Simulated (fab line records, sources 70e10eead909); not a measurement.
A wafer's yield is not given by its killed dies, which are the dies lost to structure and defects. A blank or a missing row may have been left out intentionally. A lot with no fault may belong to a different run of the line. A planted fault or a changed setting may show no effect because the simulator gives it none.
What tool caused it? / flow nandHarc / Sampling: 15 lots, 45 wafers, 2 of 1302 route steps

## WHAT EACH GAUGE READ, for each wafer
NHARC_A_M1_THK_MEAS_24: measures by xrf. Usual: thkNm at 154.4 nm, with a standard deviation of 1.8.
lot=L890; measured=day 22 23:44; on=filmMetro-02; thkNm (nm)=152.8 153.3 154.8; flag=
lot=L891; measured=day 23 03:37; on=filmMetro-02; thkNm (nm)=154.4 152.9 151.8; flag=
lot=L894; measured=day 24 10:11; on=filmMetro-01; thkNm (nm)=155.4 153.1 151.5; flag=
lot=L893; measured=day 24 11:54; on=filmMetro-02; thkNm (nm)=152.1 155.1 153.7; flag=
lot=L892; measured=day 24 12:35; on=filmMetro-01; thkNm (nm)=153.7 155.5 153.4; flag=
lot=L895; measured=day 24 22:43; on=filmMetro-02; thkNm (nm)=155.6 157.7 156.8; flag=
lot=L897; measured=day 25 16:31; on=filmMetro-02; thkNm (nm)=154.2 154.7 156.0; flag=
lot=L898; measured=day 26 07:44; on=filmMetro-01; thkNm (nm)=155.5 153.4 155.5; flag=
lot=L900; measured=day 27 10:10; on=filmMetro-01; thkNm (nm)=155.5 154.8 153.7; flag=
lot=L899; measured=day 27 17:21; on=filmMetro-01; thkNm (nm)=154.1 149.8 152.8; flag=
lot=L901; measured=day 27 22:34; on=filmMetro-01; thkNm (nm)=151.9 152.7 151.3; flag=
lot=L902; measured=day 28 22:41; on=filmMetro-01; thkNm (nm)=154.7 152.3 154.8; flag=
lot=L907; measured=day 30 16:07; on=filmMetro-01; thkNm (nm)=152.8 154.0 152.3; flag=
lot=L911; measured=day 31 06:58; on=filmMetro-02; thkNm (nm)=154.5 152.3 153.9; flag=
lot=L909; measured=day 31 08:26; on=filmMetro-01; thkNm (nm)=150.2 153.5 151.3; flag=

## EACH LOT AND THE TOOL THAT RAN IT (in order: tool; ch and the chambers of the sampled wafers; start)
lot=L890; NHARC_A_M1_CMP_23=cmp-01 ch 0,3, day 22 23:25
lot=L891; NHARC_A_M1_CMP_23=cmp-02 ch 0,1, day 23 03:18
lot=L894; NHARC_A_M1_CMP_23=cmp-04 ch 1,3, day 24 09:52
lot=L893; NHARC_A_M1_CMP_23=cmp-01 ch 0,1,3, day 24 11:35
lot=L892; NHARC_A_M1_CMP_23=cmp-01 ch 0,2,3, day 24 12:16
lot=L895; NHARC_A_M1_CMP_23=cmp-02 ch 0,2,3, day 24 22:27
lot=L897; NHARC_A_M1_CMP_23=cmp-01 ch 0,2,3, day 25 16:15
lot=L898; NHARC_A_M1_CMP_23=cmp-01 ch 1,3, day 26 07:27
lot=L900; NHARC_A_M1_CMP_23=cmp-02 ch 0,1, day 27 09:53
lot=L899; NHARC_A_M1_CMP_23=cmp-02 ch 0,3, day 27 17:04
lot=L901; NHARC_A_M1_CMP_23=cmp-04 ch 0,3, day 27 22:16
lot=L902; NHARC_A_M1_CMP_23=cmp-01 ch 0,1, day 28 22:22
lot=L907; NHARC_A_M1_CMP_23=cmp-01 ch 0,1,2, day 30 15:49
lot=L911; NHARC_A_M1_CMP_23=cmp-02 ch 0,2,3, day 31 06:40
lot=L909; NHARC_A_M1_CMP_23=cmp-04 ch 1,2, day 31 08:08
- NHARC_A_M1_CMP_23: polishes, t overpolish 20 s, target thk 154.34 nm.

## WHAT THE TOOLS THEMSELVES READ (means of the sampled wafers that have a number; where no wafer has one, the mark that the record gives instead)
NHARC_A_M1_CMP_23. Usual: motorCurrentA 11.6 A, standard deviation 1.3; timeToEndpointS 29 s, standard deviation 3.7.
lot=L890; tool=cmp-01; motorCurrentA (A)=11.1; timeToEndpointS (s)=29; flag=
lot=L891; tool=cmp-02; motorCurrentA (A)=11.0; timeToEndpointS (s)=29; flag=
lot=L894; tool=cmp-04; motorCurrentA (A)=12.6; timeToEndpointS (s)=24; flag=
lot=L893; tool=cmp-01; motorCurrentA (A)=11.8; timeToEndpointS (s)=26; flag=
lot=L892; tool=cmp-01; motorCurrentA (A)=10.8; timeToEndpointS (s)=29; flag=
lot=L895; tool=cmp-02; motorCurrentA (A)=10.8; timeToEndpointS (s)=34; flag=
lot=L897; tool=cmp-01; motorCurrentA (A)=10.5; timeToEndpointS (s)=26; flag=
lot=L898; tool=cmp-01; motorCurrentA (A)=12.6; timeToEndpointS (s)=30; flag=
lot=L900; tool=cmp-02; motorCurrentA (A)=10.9; timeToEndpointS (s)=30; flag=
lot=L899; tool=cmp-02; motorCurrentA (A)=11.4; timeToEndpointS (s)=31; flag=
lot=L901; tool=cmp-04; motorCurrentA (A)=11.6; timeToEndpointS (s)=26; flag=
lot=L902; tool=cmp-01; motorCurrentA (A)=11.0; timeToEndpointS (s)=27; flag=
lot=L907; tool=cmp-01; motorCurrentA (A)=11.1; timeToEndpointS (s)=26; flag=
lot=L911; tool=cmp-02; motorCurrentA (A)=10.9; timeToEndpointS (s)=30; flag=
lot=L909; tool=cmp-04; motorCurrentA (A)=12.5; timeToEndpointS (s)=24; flag=

## THE ANSWER, worked out from the rows above alone
Rule: a lot is off if the mean of its wafers that have a number lies more than 3 standard deviations from the usual mean. Also off: a lot with no number at a reading for which 4 or more lots have one. The other lots that the step has rows for count as sound. Order of review: gauges by route order, followed by the tools' own readings, for which a lot's mean as printed above is used. The first step at which some lot is off is used, and at that step the reading that is off furthest; a lot without a number counts as furthest.
Nothing can be told from this: no lot is off at any reading shown.

## WHAT THE SIMULATOR PUT IN
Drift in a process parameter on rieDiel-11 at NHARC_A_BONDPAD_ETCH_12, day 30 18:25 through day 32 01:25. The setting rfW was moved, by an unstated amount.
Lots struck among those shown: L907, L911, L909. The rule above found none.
